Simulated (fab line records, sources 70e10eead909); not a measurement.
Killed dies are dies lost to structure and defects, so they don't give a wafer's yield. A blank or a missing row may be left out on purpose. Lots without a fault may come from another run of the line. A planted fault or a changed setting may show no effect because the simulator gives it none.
fab line records | flow nand_harc
record lots=6 wafers=18 last_day=33
route steps=1302 shown A_CONTACT@1073
lots that met no fault: from a run of the same line without faults
start_h: hours from the record's first day to the start of the lot's first wafer shown | wait_h: hours since the lot's step before | " the same as in the row above | L1.1+2: a row that stands for several wafers | - no value, or no start given | * or withheld: withheld | < > ~ a bound
route shown NAME@n: a module of which the file shows steps, and the number in the route of the first | usual: mean/standard deviation of fault-free wafers | same: alike in all rows | chamber/n: place in a boat | sites: the reading at each site | _std_site: their standard deviation | _edge_site: outer sites' mean less inner sites' | radius_mm: how far each site lies from the wafer's centre | mask NAME#n: copy n | behind: the tool/chamber that last shaped the wafer | hold: why the lot was held/for how many hours/how that ended | device: the transistor (n, p or np) that didn't switch | end of line: the same wafers' tests at the end of the route | a step without rows: its recipe alone | killed: dies lost to structure and defects at the first sort, not the wafer's yield | map: a wafer's dies, x killed, . not, _ none there
set.NAME: the setting as run; set.NAME@STEP: as run at that earlier step | model.NAME: the simulator's own value behind a step, which no gauge read
lots at some steps of the route; a table a step, a row a wafer
services: from which hour (start_h, from the record's first day; less than 0 if before it) a tool's chamber was out of use, for how many hours, and why
## steps
# step NHARC_A_CONTACT_SOFTBAKE_03
# recipe temp_c=105 time_s=55
# step NHARC_A_CONTACT_EBR_04
# step NHARC_A_CONTACT_EXPOSE_05
# recipe na=1.35 sigma_outer=0.8 dose_mj=84.24 mask_id=A_CC
# step NHARC_A_CONTACT_PEB_06
# recipe peb_temp_c=100 peb_time_s=65
# step NHARC_A_CONTACT_DEVELOP_07
# recipe develop_time_s=35 dev_temp_c=23
# step NHARC_A_CONTACT_CD_MEAS_08
# recipe target_cd_nm=200 landing_energy_ev=500
# usual cd_nm=200.0/0.45
# columns lot.wafer tool chamber start_h wait_h cd_nm
L383.3 cd_sem-01 0 593.30 - 199.6
L383.5 " 0 " " 199.9
L383.6 " 0 " " 200.0
L384.1 cd_sem-03 0 606.17 - 199.8
L384.2 " 0 " " 200.3
L384.4 " 0 " " 199.4
L389.1 cd_sem-03 0 644.64 - 200.5
L389.2 " 0 " " 200.3
L389.5 " 0 " " 200.7
L390.2 cd_sem-02 0 646.25 - 199.3
L390.4 " 0 " " 200.1
L390.5 " 0 " " 199.6
L391.1 cd_sem-03 0 688.83 - 200.4
L391.2 " 0 " " 200.4
L391.6 " 0 " " 200.4
L398.2 cd_sem-03 0 744.92 - 199.9
L398.3 " 0 " " 200.4
L398.4 " 0 " " 200.5
# step NHARC_A_CONTACT_OVL_MEAS_09
# usual overlay_x_nm=0.0/0.79 overlay_y_nm=-0.1/1.1
# columns lot.wafer tool chamber start_h wait_h overlay_x_nm overlay_y_nm
L383.3 overlay-02 - 593.39 - -0.4 1.9
L383.5 " - " " -0.4 1.7
L383.6 " - " " -0.3 2.2
L384.1 overlay-02 - 606.25 - -0.3 -0.5
L384.2 " - " " -0.3 -0.8
L384.4 " - " " -0.6 -1.1
L389.1 overlay-01 - 644.73 - -0.1 0.3
L389.2 " - " " 0.2 0.1
L389.5 " - " " -0.4 -0.3
L390.2 overlay-02 - 646.33 - 0.6 0.9
L390.4 " - " " 0.8 0.5
L390.5 " - " " 0.1 0.6
L391.1 overlay-02 - 688.91 - 1.3 -0.2
L391.2 " - " " 1.8 0.0
L391.6 " - " " 1.6 0.2
L398.2 overlay-02 - 745.00 - -0.1 0.1
L398.3 " - " " 0.4 -0.1
L398.4 " - " " 0.4 0.3
# step NHARC_A_CONTACT_INSPECT_10
# usual raw_defect_count=90/39
# columns lot.wafer tool chamber start_h wait_h raw_defect_count
L383.3 defect_inspect-01 - 593.42 0.0 175
L383.5 " - " " 164
L383.6 " - " " 163
L384.1 defect_inspect-01 - 606.29 0.0 92
L384.2 " - " " 85
L384.4 " - " " 96
L389.1 defect_inspect-02 - 644.76 0.0 70
L389.2 " - " " 66
L389.5 " - " " 54
L390.2 defect_inspect-02 - 646.37 0.0 81
L390.4 " - " " 109
L390.5 " - " " 92
L391.1 defect_inspect-02 - 688.95 0.0 113
L391.2 " - " " 115
L391.6 " - " " 90
L398.2 defect_inspect-01 - 745.04 0.0 147
L398.3 " - " " 147
L398.4 " - " " 126
# step NHARC_A_CONTACT_DESCUM_13
# recipe time_s=3 o2_flow_sccm=200 ar_flow_sccm=0 bias_power_w=0 chemistry=O2
# usual drypump_motor_current_A=5.8/0.43 oes_product_au=1.001/0.0069 rf_vpp_V=57.7/0.88 showerhead_plenum_p_Torr=1.91/0.086 throttle_valve_pct=11.311/0.0093
# columns lot.wafer tool chamber start_h wait_h drypump_motor_current_A oes_product_au rf_hours_counter_h rf_vpp_V showerhead_plenum_p_Torr throttle_valve_pct
L383.3 rie_diel-05 3 593.48 0.1 4.9 1.010 0 56.2 1.81 11.312
L383.5 " 3 " " 4.9 1.016 - 58.0 1.81 11.309
L383.6 " 0 " " 6.1 1.002 - 56.7 1.89 11.304
L384.1 rie_diel-10 3 606.35 0.1 6.4 0.993 0 56.6 1.92 11.309
L384.2 " 1 " " 6.2 1.006 0 59.1 2.08 11.316
L384.4 " 2 " " 5.8 0.998 0 57.8 1.94 11.301
L389.1 rie_diel-10 3 644.84 0.1 6.4 1.009 8 58.8 1.92 11.326
L389.2 " 0 " " 5.7 1.005 7 56.6 2.00 11.310
L389.5 " 1 " " 6.2 0.994 - 58.9 2.07 11.292
L390.4 rie_diel-10 2 646.43 0.1 5.8 0.997 9 58.0 1.93 11.321
L390.2 " 0 " " 5.7 1.002 8 57.9 2.00 11.339
L390.5 " 2 " " 5.8 0.997 - 57.7 1.93 11.316
L391.1 rie_diel-04 3 689.02 0.1 6.2 1.005 48 58.3 1.91 11.314
L391.2 " 0 " " 5.6 1.013 39 57.5 1.81 11.296
L391.6 " 2 " " 5.1 0.997 - 56.6 1.78 11.319
L398.4 rie_diel-10 1 745.10 0.1 6.2 1.007 23 57.3 2.07 11.300
L398.2 " 2 " " 5.8 1.009 22 58.1 1.93 11.330
L398.3 " 0 " " 5.7 1.003 23 57.0 2.00 11.312
# step NHARC_A_CONTACT_ETCH_88
# recipe target_depth_a=390 over_etch_frac=0.3 time_s=65 ion_energy_ev=80 cf4_flow_sccm=150 ar_flow_sccm=0 rf_w=300 bias_w=100 chemistry=CF4
# usual drypump_motor_current_A=5.8/0.43 oes_product_au=1.000/0.0078 rf_vpp_V=151.3/1.3 run_length_s=86.3/0.38 showerhead_plenum_p_Torr=1.77/0.074 throttle_valve_pct=13.284/0.0093
# same over_etch_frac=0.3
# columns lot.wafer tool chamber start_h wait_h drypump_motor_current_A oes_product_au rf_hours_counter_h rf_vpp_V run_length_s showerhead_plenum_p_Torr throttle_valve_pct
L383.3 rie_diel-05 0 593.58 0.1 6.1 1.011 0 151.6 85.9 1.75 13.270
L383.5 " 3 " " 4.9 1.017 - 149.6 86.6 1.68 13.270
L383.6 " 0 " " 6.1 1.003 - 151.8 86.3 1.75 13.290
L384.4 rie_diel-10 0 606.44 0.1 5.7 1.003 0 152.1 86.1 1.85 13.288
L384.2 " 2 " " 5.8 1.010 0 150.3 87.0 1.79 13.292
L384.1 " 3 " " 6.4 0.992 0 152.1 86.2 1.77 13.294
L389.1 rie_diel-10 3 644.91 0.1 6.4 0.996 8 150.3 86.2 1.77 13.294
L389.2 " 2 " " 5.8 0.994 9 151.4 86.5 1.78 13.275
L389.5 " 3 " " 6.4 0.988 - 151.3 86.7 1.77 13.262
L390.4 rie_diel-10 0 646.51 0.1 5.7 1.004 8 152.3 86.0 1.84 13.265
L390.2 " 2 " " 5.8 0.994 9 150.4 86.5 1.79 13.282
L390.5 " 1 " " 6.2 1.005 - 153.8 86.3 1.91 13.289
L391.1 rie_diel-04 2 689.10 0.1 5.1 1.000 48 149.6 85.5 1.66 13.275
L391.2 " 1 " " 5.9 0.984 47 151.0 85.9 1.71 13.279
L391.6 " 2 " " 5.1 1.000 - 150.0 85.6 1.66 13.274
L398.3 rie_diel-10 0 745.19 0.1 5.7 1.003 23 151.9 85.9 1.84 13.277
L398.4 " 1 " " 6.2 1.001 23 152.6 86.5 1.90 13.284
L398.2 " 2 " " 5.8 0.992 22 151.6 86.8 1.78 13.277
# step NHARC_A_CONTACT_ETCH_89
# recipe target_depth_a=2600 over_etch_frac=0.3 time_s=475.3 ion_energy_ev=200 n2_flow_sccm=150 h2_flow_sccm=150 ar_flow_sccm=0 rf_w=400 bias_w=150 chemistry=N2/H2
# usual drypump_motor_current_A=5.9/0.42 oes_product_au=1.000/0.0065 rf_vpp_V=430.6/2.7 run_length_s=496.6/0.4 showerhead_plenum_p_Torr=2.04/0.094 throttle_valve_pct=14.170/0.0081
# same over_etch_frac=0.3
# columns lot.wafer tool chamber start_h wait_h drypump_motor_current_A oes_product_au rf_hours_counter_h rf_vpp_V run_length_s showerhead_plenum_p_Torr throttle_valve_pct
L383.3 rie_diel-05 3 - - 4.9 1.003 0 428.7 497.5 1.93 14.166
L383.6 " 3 " " 4.9 1.005 - 427.7 497.0 1.93 14.179
L383.5 " 0 " " 6.1 0.997 - 429.7 496.8 2.02 14.165
L384.1 rie_diel-10 0 - - 5.7 0.999 0 433.8 496.2 2.14 14.159
L384.4 " 2 " " 5.8 0.992 0 432.1 497.0 2.06 14.169
L384.2 " 3 " " 6.4 0.997 0 431.5 496.7 2.05 14.162
L389.1 rie_diel-10 0 - - 5.7 1.002 7 433.4 496.0 2.14 14.161
L389.2 " 1 " " 6.2 1.001 7 436.3 496.4 2.22 14.181
L389.5 " 0 " " 5.7 1.001 - 433.4 496.2 2.14 14.164
L390.4 rie_diel-10 0 - - 5.7 1.001 8 433.2 496.9 2.14 14.162
L390.2 " 2 " " 5.8 0.994 9 431.5 496.9 2.06 14.181
L390.5 " 3 " " 6.4 0.997 - 432.7 496.4 2.04 14.178
L391.2 rie_diel-04 0 - - 5.6 1.013 40 425.4 496.8 1.93 14.177
L391.1 " 1 " " 5.9 1.010 48 428.5 496.4 1.97 14.179
L391.6 " 2 " " 5.1 0.993 - 426.9 496.3 1.90 14.176
L398.2 rie_diel-10 0 - - 5.7 1.001 23 433.5 496.0 2.13 14.163
L398.4 " 1 " " 6.2 1.005 23 435.6 496.9 2.21 14.187
L398.3 " 3 " " 6.4 0.992 21 429.7 496.4 2.04 14.174
# step NHARC_A_CONTACT_ETCH_30
# recipe target_depth_a=726 time_s=36.3 cf4_flow_sccm=100 chf3_flow_sccm=30 ar_flow_sccm=0 rf_w=500 bias_w=200 chemistry=CF4/CHF3
# usual drypump_motor_current_A=5.8/0.43 oes_product_au=0.938/0.021 rf_vpp_V=370.5/2.2 run_length_s=57.6/0.4 showerhead_plenum_p_Torr=1.57/0.064 throttle_valve_pct=16.801/0.0083
# columns lot.wafer tool chamber start_h wait_h drypump_motor_current_A oes_product_au rf_hours_counter_h rf_vpp_V run_length_s showerhead_plenum_p_Torr throttle_valve_pct
L383.3 rie_diel-05 2 - - 6.2 0.977 0 369.4 57.6 1.53 16.800
L383.6 " 0 " " 6.1 0.967 - 369.9 57.3 1.56 16.799
L383.5 " 1 " " 4.8 0.984 - 370.7 57.8 1.60 16.811
L384.4 rie_diel-10 2 - - 5.8 0.959 0 371.6 57.9 1.59 16.785
L384.2 " 0 " " 5.7 0.961 0 372.2 57.1 1.64 16.807
L384.1 " 1 " " 6.2 0.966 0 374.4 57.8 1.70 16.807
L389.1 rie_diel-10 3 - - 6.4 0.923 9 369.8 57.7 1.58 16.790
L389.2 " 1 " " 6.2 0.933 7 375.9 57.5 1.70 16.793
L389.5 " 0 " " 5.7 0.928 - 373.3 57.2 1.64 16.793
L390.2 rie_diel-10 2 - - 5.8 0.928 9 370.5 58.6 1.59 16.815
L390.4 " 0 " " 5.7 0.934 - 373.8 57.6 1.64 16.802
L390.5 " 2 " " 5.8 0.928 - 371.3 57.8 1.59 16.815
L391.2 rie_diel-04 2 - - 5.1 0.916 48 367.9 56.7 1.47 16.806
L391.1 " 1 " " 5.8 0.916 48 369.1 57.3 1.52 16.806
L391.6 " 2 " " 5.1 0.917 - 367.5 56.7 1.47 16.791
L398.2 rie_diel-10 0 - - 5.8 0.937 24 372.8 57.6 1.64 16.793
L398.4 " 2 " " 5.8 0.936 22 371.1 58.5 1.58 16.804
L398.3 " 3 " " 6.4 0.931 22 370.3 57.5 1.57 16.801
# step NHARC_A_CONTACT_ETCH_31
# recipe target_depth_a=28000 over_etch_frac=0.3 time_s=728 ion_energy_ev=150 o2_flow_sccm=400 cos_flow_sccm=20 ar_flow_sccm=0 rf_w=500 bias_w=300 chemistry=O2/COS
# usual drypump_motor_current_A=5.8/0.43 oes_product_au=1.000/0.0069 rf_vpp_V=314.1/2.1 run_length_s=749.3/0.43 showerhead_plenum_p_Torr=3.12/0.13 throttle_valve_pct=28.330/0.0085
# same over_etch_frac=0.3
# columns lot.wafer tool chamber start_h wait_h drypump_motor_current_A oes_product_au rf_hours_counter_h rf_vpp_V run_length_s showerhead_plenum_p_Torr throttle_valve_pct
L383.3 rie_diel-05 1 594.08 - 4.8 0.992 0 315.2 748.9 3.17 28.326
L383.5 " 1 " " 4.8 1.001 - 314.2 749.7 3.17 28.314
L383.6 " 2 " " 6.3 1.000 - 312.7 749.6 3.04 28.338
L384.4 rie_diel-10 3 607.00 - 6.4 0.995 0 314.4 749.1 3.13 28.336
L384.1 " 0 " " 5.7 0.999 0 315.5 748.8 3.26 28.326
L384.2 " 1 " " 6.2 0.994 0 318.2 749.3 3.37 28.329
L389.1 rie_diel-10 0 645.42 - 5.7 1.008 7 316.4 560.3 3.26 28.297
L389.2 " 1 " " 6.2 1.001 7 318.5 560.7 3.37 28.338
L389.5 " 1 " " 6.2 1.004 - 317.7 560.3 3.37 28.333
L390.2 rie_diel-10 3 647.10 - 6.4 0.994 9 313.1 560.3 3.13 28.323
L390.4 " 2 " " 5.8 0.994 - 314.7 561.1 3.15 28.320
L390.5 " 0 " " 5.7 1.005 - 315.1 560.0 3.26 28.343
L391.2 rie_diel-04 2 689.80 - 5.1 1.004 48 310.5 748.7 2.92 28.312
L391.1 " 3 " " 6.2 1.001 48 314.8 748.8 3.12 28.338
L391.6 " 2 " " 5.1 0.998 - 310.9 748.6 2.92 28.329
L398.2 rie_diel-10 2 745.86 - 5.8 1.003 22 313.2 749.9 3.14 28.328
L398.3 " 3 " " 6.4 1.002 22 315.9 749.2 3.12 28.323
L398.4 " 0 " " 5.7 1.008 24 315.6 748.8 3.25 28.324
# step NHARC_A_CONTACT_ETCH_134
# recipe source_w=withheld pressure_mtorr=20 bias_v=withheld time_s=140 target_depth_a=7000 ar_flow_sccm=withheld c4f8_flow_sccm=withheld o2_flow_sccm=withheld chemistry=C4F8/O2/Ar
# usual run_length_s=141.3/0.37
# columns lot.wafer tool chamber start_h wait_h rf_hours_counter_h run_length_s
L383.3 har_cap_etch-02 0 594.72 - - 141.3
L383.5 " 1 " " - 141.2
L383.6 " 0 " " - 142.0
L384.2 har_cap_etch-03 1 607.49 - 60 141.2
L384.1 " 0 " " 60 141.2
L384.4 " 0 " " - 140.7
L389.2 har_cap_etch-01 1 645.95 - 25 141.6
L389.1 " 0 " " 25 141.6
L389.5 " 1 " " - 141.5
L390.2 har_cap_etch-02 0 647.66 - 115 141.5
L390.4 " 1 " " - 141.0
L390.5 " 1 " " - 141.6
L391.2 har_cap_etch-02 0 690.28 - 120 141.2
L391.1 " 1 " " 120 141.2
L391.6 " 0 " " - 141.4
L398.2 har_cap_etch-02 0 746.42 - 129 141.4
L398.3 " 1 " " - 141.3
L398.4 " 0 " " - 141.6
## services
# columns tool chamber start_h hours kind
rie_diel-10 0 575.74 - clean
rie_diel-10 1 575.74 - clean
rie_diel-10 2 575.74 - clean
rie_diel-10 3 575.74 - clean
rie_diel-04 2 578.68 6.6 repair
rie_diel-05 - 583.79 9.0 pm
rie_diel-10 3 587.41 6.6 repair
rie_diel-10 - 596.68 9.0 pm
rie_diel-10 0 596.68 9.0 vent_cycle
rie_diel-10 1 596.68 9.0 vent_cycle
rie_diel-10 2 596.68 9.0 vent_cycle
rie_diel-10 3 596.68 9.0 vent_cycle
rie_diel-10 0 605.68 - clean
rie_diel-10 1 605.68 - clean
rie_diel-10 1 605.68 - consumable_replace:showerhead
rie_diel-10 2 605.68 - clean
rie_diel-10 3 605.68 - clean
rie_diel-05 0 610.12 17.1 repair
rie_diel-10 0 630.18 - clean
rie_diel-05 1 645.84 2.8 repair
rie_diel-10 3 648.01 3.5 repair
rie_diel-05 - 651.99 2.0 repair
rie_diel-10 - 661.80 0.6 repair
rie_diel-04 - 709.92 9.0 pm
## key
first_sign step=NHARC_A_CONTACT_ETCH_31 reading=run_length_s direction=down sigmas=99+ usual=* struck=*
effect none on later readings
met_at NHARC_A_CONTACT_ETCH_31
struck_wafers L389.1,L389.2,L389.5,L390.2,L390.4,L390.5
later_rows_left_out L389.1,L389.2,L389.5,L390.2,L390.4,L390.5
sort_left_out L389.1,L389.2,L389.5,L390.2,L390.4,L390.5
tester_left_out L389,L390
onset_between 607.00 645.42
fault kind=process_parameter_drift tool=rie_diel-10 chamber=- onset_h=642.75 steps=NHARC_A_CONTACT_ETCH_31 channel=time_s offset=* shape=step end_h=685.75 acts_in=* stated=*
# tester_left_out: of these lots the tester's yield and bins aren't shown, on N5 and GAA mostly nor the transistor test; their killed dies are dies lost to structure and defects alone, not to doping, threshold or leakage, so they don't give the yield
# sort_left_out: the simulated sort isn't trusted on such a fault, so these wafers' sort isn't shown, and their yield isn't known
# later_rows_left_out: the simulator's readings of these wafers behind a module that went badly wrong aren't trusted and aren't shown, but for the sort
